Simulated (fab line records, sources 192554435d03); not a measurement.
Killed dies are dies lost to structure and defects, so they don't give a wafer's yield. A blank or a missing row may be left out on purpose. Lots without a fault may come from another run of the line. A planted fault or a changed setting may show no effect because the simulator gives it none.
fab line records | flow n5_finfet
record lots=11 wafers=32 last_day=16
route steps=1938 shown BEOL_M15@1795 MIM_TOP_LITHO@1849 MIM_BOT_ETCH@1866
lots that met no fault: from a run of the same line without faults
start_h: hours from the record's first day to the start of the lot's first wafer shown | wait_h: hours since the lot's step before | " the same as in the row above | L1.1+2: a row that stands for several wafers | - no value, or no start given | * or withheld: withheld | < > ~ a bound
route shown NAME@n: a module of which the file shows steps, and the number in the route of the first | usual: mean/standard deviation of fault-free wafers | same: alike in all rows | chamber/n: place in a boat | sites: the reading at each site | _std_site: their standard deviation | _edge_site: outer sites' mean less inner sites' | radius_mm: how far each site lies from the wafer's centre | mask NAME#n: copy n | behind: the tool/chamber that last shaped the wafer | hold: why the lot was held/for how many hours/how that ended | device: the transistor (n, p or np) that didn't switch | end of line: the same wafers' tests at the end of the route | a step without rows: its recipe alone | killed: dies lost to structure and defects at the first sort, not the wafer's yield | map: a wafer's dies, x killed, . not, _ none there
set.NAME: the setting as run; set.NAME@STEP: as run at that earlier step | model.NAME: the simulator's own value behind a step, which no gauge read
steps of the route over a sample of lots; a table a step, a row a wafer
services: from which hour (start_h, from the record's first day; less than 0 if before it) a tool's chamber was out of use, for how many hours, and why
## steps
# step N5_BEOL_M15_ETCH_57
# recipe chemistry=N2/H2 target=SOC source_w=3000 bias_w=350 time_s=750 ion_energy_ev=200 pressure_mtorr=30 n2_flow_sccm=200 h2_flow_sccm=200
# usual drypump_motor_current_A=5.9/0.47 h2_flow_sccm=200.0/0.57 oes_product_au=0.79/0.08 rf_fwd_power_W=2997/8.8 rf_vpp_V=524.7/2.6 showerhead_plenum_p_Torr=2.57/0.092 throttle_valve_pct=17.87/0.23
# columns lot.wafer tool chamber start_h wait_h drypump_motor_current_A h2_flow_sccm oes_product_au rf_fwd_power_W rf_hours_counter_h rf_vpp_V showerhead_plenum_p_Torr throttle_valve_pct
L252.2 rie_diel-03 1 261.49 - 6.1 201.0 0.72 2989 189 522.6 2.52 17.82
L252.5 " 1 " " 6.1 200.0 0.72 2997 - 522.9 2.52 17.82
L252.6 " 0 " " 5.9 200.0 0.78 2989 - 524.2 2.57 17.91
L251.1 rie_diel-05 3 262.23 - 5.1 200.8 0.93 3001 22 528.2 2.71 17.72
L251.3 " 1 " " 5.4 200.3 0.75 2984 161 522.0 2.42 17.69
L251.4 " 0 " " 6.8 200.5 0.81 3010 125 526.8 2.65 17.61
L253.1 rie_diel-03 1 269.51 - 6.1 200.6 0.72 3012 191 524.9 2.52 17.81
L253.2 " 3 " " 5.7 200.2 0.70 2986 205 524.2 2.52 17.84
L253.4 " 2 " " 6.1 200.0 0.69 2995 243 525.4 2.61 18.05
L256.1 rie_diel-06 2 280.45 - 5.5 200.4 0.92 3016 11 528.5 2.70 17.54
L256.3 " 0 " " 5.8 201.3 0.90 2993 24 525.4 2.59 17.89
L256.4 " 3 " " 5.9 200.1 0.81 2994 115 523.0 2.46 17.86
L255.3 rie_diel-06 1 284.05 - 6.3 200.3 0.73 3011 191 526.1 2.65 18.43
L255.4 " 2 " " 5.4 200.1 0.92 3001 13 528.2 2.70 17.53
L255.5 " 2 " " 5.5 200.5 0.91 3000 - 529.4 2.70 17.53
L259.2 rie_diel-06 0 311.83 - 5.8 199.8 0.88 2995 37 524.5 2.59 17.90
L259.4 " 1 " " 6.4 199.7 0.72 3013 203 526.8 2.65 18.46
L259.5 " 3 " " 5.9 200.2 0.80 2979 - 521.7 2.46 17.91
L260.4 rie_diel-03 2 321.34 - 6.1 201.3 1.02 3006 0 524.5 2.61 17.66
L260.5 " 3 " " 5.7 200.2 0.70 2990 - 523.7 2.51 17.87
L263.1 rie_diel-06 3 332.88 - 5.9 198.9 0.78 3009 137 521.2 2.46 17.89
L263.3 " 2 " " 5.4 200.5 0.88 3008 33 528.3 2.69 17.58
L263.5 " 1 " " 6.3 200.3 0.71 2975 - 526.6 2.64 18.47
L265.1 rie_diel-03 3 348.02 - 5.7 200.0 0.68 2991 232 523.0 2.50 17.90
L265.2 " 0 " " 5.9 199.6 0.77 3005 145 525.0 2.55 17.95
L265.5 " 1 " " 6.1 200.2 0.70 2991 - 523.2 2.51 17.87
L264.1 rie_diel-05 0 350.45 - 6.8 200.5 0.79 2993 147 525.5 2.65 17.65
L264.5 " 0 " " 6.8 200.4 0.79 3005 - 528.0 2.65 17.65
L264.6 " 3 " " 5.1 200.5 0.89 2994 - 528.5 2.71 17.75
L267.2 rie_diel-06 3 358.70 - 5.9 200.6 0.77 3002 144 521.7 2.45 17.94
L267.3 " 1 " " 6.4 200.1 0.71 3002 219 526.3 2.64 18.47
L267.5 " 0 " " 5.8 199.6 0.85 2991 - 523.4 2.58 17.93
# step N5_BEOL_M15_CD_MEAS_28
# recipe target_cd_nm=407.6 landing_energy_ev=500 detector=se_inlens
# usual cd_nm=407.2/2
# columns lot.wafer tool chamber start_h wait_h cd_nm
L252.2 cd_sem-01 0 262.27 - 404.0
L252.5 " 0 " " 406.2
L252.6 " 0 " " 405.4
L251.1 cd_sem-01 0 263.12 - 406.1
L251.3 " 0 " " 406.8
L251.4 " 0 " " 404.3
L253.1 cd_sem-03 0 270.41 - 408.6
L253.2 " 0 " " 406.8
L253.4 " 0 " " 410.0
L256.1 cd_sem-02 0 281.34 - 405.0
L256.3 " 0 " " 406.9
L256.4 " 0 " " 405.7
L255.3 cd_sem-02 0 284.82 - 407.6
L255.4 " 0 " " 408.4
L255.5 " 0 " " 409.8
L259.2 cd_sem-03 0 312.74 - 406.7
L259.4 " 0 " " 405.8
L259.5 " 0 " " 405.6
L260.4 cd_sem-01 0 322.11 - 407.4
L260.5 " 0 " " 407.4
L263.1 cd_sem-02 0 333.65 - 407.5
L263.3 " 0 " " 406.4
L263.5 " 0 " " 407.9
L265.1 cd_sem-03 0 348.79 - 407.1
L265.2 " 0 " " 406.3
L265.5 " 0 " " 407.8
L264.1 cd_sem-01 0 351.22 - 410.1
L264.5 " 0 " " 409.0
L264.6 " 0 " " 408.3
L267.2 cd_sem-02 0 359.48 - 405.5
L267.3 " 0 " " 405.5
L267.5 " 0 " " 406.1
# step N5_MIM_TOP_LITHO_INSPECT_12
# recipe mode=adi inspect_instrument=macro
# usual raw_defect_count=2.0/1.3
# columns lot.wafer tool chamber start_h wait_h raw_defect_count
L252.2 defect_inspect-02 - 274.22 0.0 2
L252.5 " - " " 2
L252.6 " - " " 1
L251.1 defect_inspect-01 - 275.38 0.0 1
L251.3 " - " " 4
L251.4 " - " " 2
L253.1 defect_inspect-02 - 278.22 0.0 1
L253.2 " - " " 2
L253.4 " - " " 1
L256.1 defect_inspect-02 - 287.41 0.0 4
L256.3 " - " " 3
L256.4 " - " " 1
L255.3 defect_inspect-01 - 291.19 0.0 3
L255.4 " - " " 5
L255.5 " - " " 3
L259.2 defect_inspect-01 - 323.36 0.0 3
L259.4 " - " " 6
L259.5 " - " " 0
L260.4 defect_inspect-01 - 332.37 0.0 1
L260.5 " - " " 2
L263.1 defect_inspect-02 - 347.28 0.0 1
L263.3 " - " " 2
L263.5 " - " " 3
L265.1 defect_inspect-01 - 357.29 0.0 2
L265.2 " - " " 2
L265.5 " - " " 1
L264.1 defect_inspect-02 - 357.33 0.0 2
L264.5 " - " " 1
L264.6 " - " " 0
L267.2 defect_inspect-01 - 365.77 0.0 2
L267.3 " - " " 0
L267.5 " - " " 1
# step N5_MIM_BOT_ETCH_ETCH_04
# recipe chemistry=CF4/O2 target=SiNx target_depth_a=260 time_s=13 ion_energy_ev=100 pressure_mtorr=40 source_w=535 bias_w=49 Ar_flow_sccm=100 cf4_flow_sccm=100 O2_flow_sccm=10
# usual O2_flow_sccm=10.00/0.03 drypump_motor_current_A=6.0/0.45 oes_f_703_au=0.78/0.088 oes_product_au=0.78/0.096 rf_fwd_power_W=531.8/1.7 rf_vpp_V=240/3.8 showerhead_plenum_p_Torr=2.19/0.062 throttle_valve_pct=16.07/0.2
# columns lot.wafer tool chamber start_h wait_h O2_flow_sccm drypump_motor_current_A oes_f_703_au oes_product_au rf_fwd_power_W rf_hours_counter_h rf_vpp_V showerhead_plenum_p_Torr throttle_valve_pct
L252.2 rie_diel-02 2 275.56 0.0 9.99 6.7 0.73 0.73 530.2 203 238 2.28 16.46
L252.5 " 1 " " 10.00 5.8 0.77 0.75 527.9 - 236 2.19 16.19
L252.6 " 0 " " 10.02 6.2 0.84 0.84 535.5 - 238 2.25 15.97
L251.1 rie_diel-01 3 276.36 0.0 10.03 6.7 0.98 1.01 529.6 1 243 2.26 15.92
L251.3 " 0 " " 10.03 5.9 0.70 0.69 530.4 209 237 2.09 15.89
L251.4 " 2 " " 9.97 5.6 0.73 0.73 531.3 148 240 2.10 16.07
L253.1 rie_diel-01 3 279.26 0.0 9.99 6.7 0.97 0.99 532.5 3 245 2.26 15.92
L253.2 " 2 " " 9.96 5.6 0.74 0.73 533.6 149 241 2.10 16.08
L253.4 " 0 " " 9.99 5.9 0.71 0.70 531.6 210 237 2.09 15.91
L256.1 rie_diel-02 2 290.51 0.0 9.94 6.6 0.72 0.72 531.4 210 239 2.28 16.47
L256.3 " 3 " " 10.00 5.2 0.68 0.68 532.7 231 239 2.20 16.06
L256.4 " 1 " " 10.05 5.8 0.77 0.74 531.1 190 237 2.19 16.20
L255.3 rie_diel-02 1 293.15 0.0 10.04 5.8 0.76 0.74 531.9 191 236 2.19 16.22
L255.4 " 3 " " 10.06 5.2 0.68 0.68 533.7 233 240 2.20 16.08
L255.5 " 0 " " 10.00 6.2 0.82 0.83 530.7 - 239 2.25 16.00
L259.2 rie_diel-01 1 324.40 0.0 9.93 6.1 0.78 0.80 531.4 119 244 2.22 16.20
L259.4 " 2 " " 9.95 5.6 0.73 0.72 530.5 160 241 2.10 16.08
L259.5 " 2 " " 9.95 5.6 0.73 0.71 534.2 - 239 2.10 16.09
L260.4 rie_diel-02 1 333.53 0.0 10.03 5.8 0.75 0.73 530.6 - 237 2.18 16.25
L260.5 " 3 " " 10.02 5.2 0.67 0.67 531.1 - 240 2.19 16.09
L263.1 rie_diel-01 1 348.26 0.0 10.05 6.2 0.78 0.79 532.1 127 244 2.22 16.22
L263.3 " 2 " " 9.97 5.6 0.73 0.71 532.1 168 241 2.10 16.10
L263.5 " 0 " " 10.01 5.9 0.68 0.68 529.8 - 236 2.08 15.93
L265.1 rie_diel-01 0 358.13 0.0 9.97 5.9 0.87 0.77 660.4 232 211 2.08 15.97
L265.2 " 2 " " 9.98 5.6 0.72 0.71 531.9 172 240 2.10 16.12
L265.5 " 3 " " 9.97 6.7 0.90 0.93 530.7 - 243 2.25 15.96
L264.1 rie_diel-01 2 358.26 0.0 9.97 5.6 0.72 0.72 530.7 172 242 2.10 16.11
L264.5 " 0 " " 9.95 5.9 0.88 0.78 660.1 - 209 2.08 15.99
L264.6 " 1 " " 10.00 6.2 0.78 0.79 534.9 - 245 2.22 16.22
L267.2 rie_diel-02 0 366.99 0.0 10.02 6.2 0.79 0.79 533.6 97 240 2.23 16.05
L267.3 " 2 " " 10.04 6.6 0.70 0.70 532.8 242 239 2.27 16.53
L267.5 " 2 " " 10.08 6.6 0.70 0.69 530.9 - 237 2.27 16.54
## services
# columns tool chamber start_h hours kind
rie_diel-06 2 237.70 13.5 repair
rie_diel-01 3 242.29 6.0 repair
rie_diel-01 1 269.22 5.2 repair
rie_diel-01 - 280.26 14.6 pm
rie_diel-03 2 302.30 - clean
rie_diel-03 2 302.30 - consumable_replace:focus_ring
rie_diel-03 2 302.30 18.9 scheduled_down
rie_diel-03 2 302.30 18.9 vent_cycle
rie_diel-05 3 311.98 18.2 repair
rie_diel-01 1 315.35 8.1 repair
rie_diel-02 1 318.16 4.5 repair
rie_diel-02 3 322.29 6.9 repair
rie_diel-05 2 324.13 30.9 repair
rie_diel-02 3 343.56 - clean
rie_diel-02 3 343.56 - consumable_replace:focus_ring
rie_diel-02 3 343.56 21.9 scheduled_down
rie_diel-02 3 343.56 21.9 vent_cycle
## key
first_sign step=N5_MIM_BOT_ETCH_ETCH_04 reading=rf_fwd_power_W direction=up sigmas=78 usual=* struck=*
effect step=N5_MIM_BOT_ETCH_ETCH_04 reading=rf_vpp_V direction=down sigmas=7.8 usual=240 struck=210
met_at N5_MIM_BOT_ETCH_ETCH_04
struck_lots L264,L265
struck_wafers L264.5,L265.1
not_acting_at N5_BEOL_M15_ETCH_57,N5_BEOL_M15_CD_MEAS_28,N5_MIM_TOP_LITHO_INSPECT_12
fault kind=process_parameter_drift tool=rie_diel-01 chamber=0 onset_h=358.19 steps=N5_MIM_BOT_ETCH_ETCH_04 channel=source_w offset=128.4 shape=step end_h=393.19 acts_in=these_recipes_only stated=535
